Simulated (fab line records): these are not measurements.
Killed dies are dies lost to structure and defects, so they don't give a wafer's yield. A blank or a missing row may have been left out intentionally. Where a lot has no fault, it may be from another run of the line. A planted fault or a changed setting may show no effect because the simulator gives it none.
Chamber matching :: flow nand_harc :: cmp-03 running NHARC_A_DECK1_JOINT_CMP_13: 4 sister chambers
The step polishes, target thk 51.023 nm. 8 wafers are shown with their chamber, then 7 later ones without.

## WAFERS, EACH WITH ITS CHAMBER
wafer: L691.6
chamber: 0
slurry_filter_dp_kPa (kPa): 13.52
motor_current_A (A): 11.5

wafer: L692.2
chamber: 2
slurry_filter_dp_kPa (kPa): 13.69
motor_current_A (A): 12.0

wafer: L692.3
chamber: 3
slurry_filter_dp_kPa (kPa): 13.41
motor_current_A (A): 11.7

wafer: L697.3
chamber: 1
slurry_filter_dp_kPa (kPa): 13.53
motor_current_A (A): 12.1

wafer: L697.4
chamber: 3
slurry_filter_dp_kPa (kPa): 13.69
motor_current_A (A): 12.4

wafer: L697.6
chamber: 2
slurry_filter_dp_kPa (kPa): 13.77
motor_current_A (A): 11.2

wafer: L699.2
chamber: 1
slurry_filter_dp_kPa (kPa): 13.69
motor_current_A (A): 11.9

wafer: L699.3
chamber: 0
slurry_filter_dp_kPa (kPa): 13.42
motor_current_A (A): 11.2

## WAFERS WITHOUT THEIR CHAMBER
wafer: L699.5
slurry_filter_dp_kPa (kPa): 13.49
motor_current_A (A): 12.4

wafer: L705.1
slurry_filter_dp_kPa (kPa): 13.89
motor_current_A (A): 12.1

wafer: L705.3
slurry_filter_dp_kPa (kPa): 13.47
motor_current_A (A): 12.5

wafer: L705.5
slurry_filter_dp_kPa (kPa): 13.47
motor_current_A (A): 12.1

wafer: L712.1
slurry_filter_dp_kPa (kPa): 13.71
motor_current_A (A): 11.6

wafer: L712.4
slurry_filter_dp_kPa (kPa): 13.58
motor_current_A (A): 12.1

wafer: L712.5
slurry_filter_dp_kPa (kPa): 13.80
motor_current_A (A): 12.3

## THE CHAMBER EACH PASSED THROUGH
wafer: L699.5
from the rows above: can't be placed: 3 or 1 or 0 or 2
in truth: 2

wafer: L705.1
from the rows above: can't be placed: 2 or 1 or 3
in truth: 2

wafer: L705.3
from the rows above: can't be placed: 3 or 1 or 0 or 2
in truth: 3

wafer: L705.5
from the rows above: can't be placed: 3 or 1 or 0 or 2
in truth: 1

wafer: L712.1
from the rows above: can't be placed: 2 or 1 or 3 or 0
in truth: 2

wafer: L712.4
from the rows above: can't be placed: 3 or 1 or 2 or 0
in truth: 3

wafer: L712.5
from the rows above: can't be placed: 1 or 2 or 3 or 0
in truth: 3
Correct placement for 0 of the 7. Cannot be placed on the basis of these rows: 7; the candidates contain the true chamber in 7. Placed wrongly: 0.
How it was worked out, from the rows above alone: a wafer's distance from a chamber is the root of the sum, over the readings, of the square of ((its reading less the chamber's mean) divided by the reading's scatter). The wafer belongs to the nearest chamber; if the next one is less than 2 further off, it can't be placed. Each chamber's mean is taken over the wafers shown for it. The scatter: take each reading less its chamber's mean, square it, sum over the shown wafers, divide by the number of wafers less the number of chambers, and take the root.
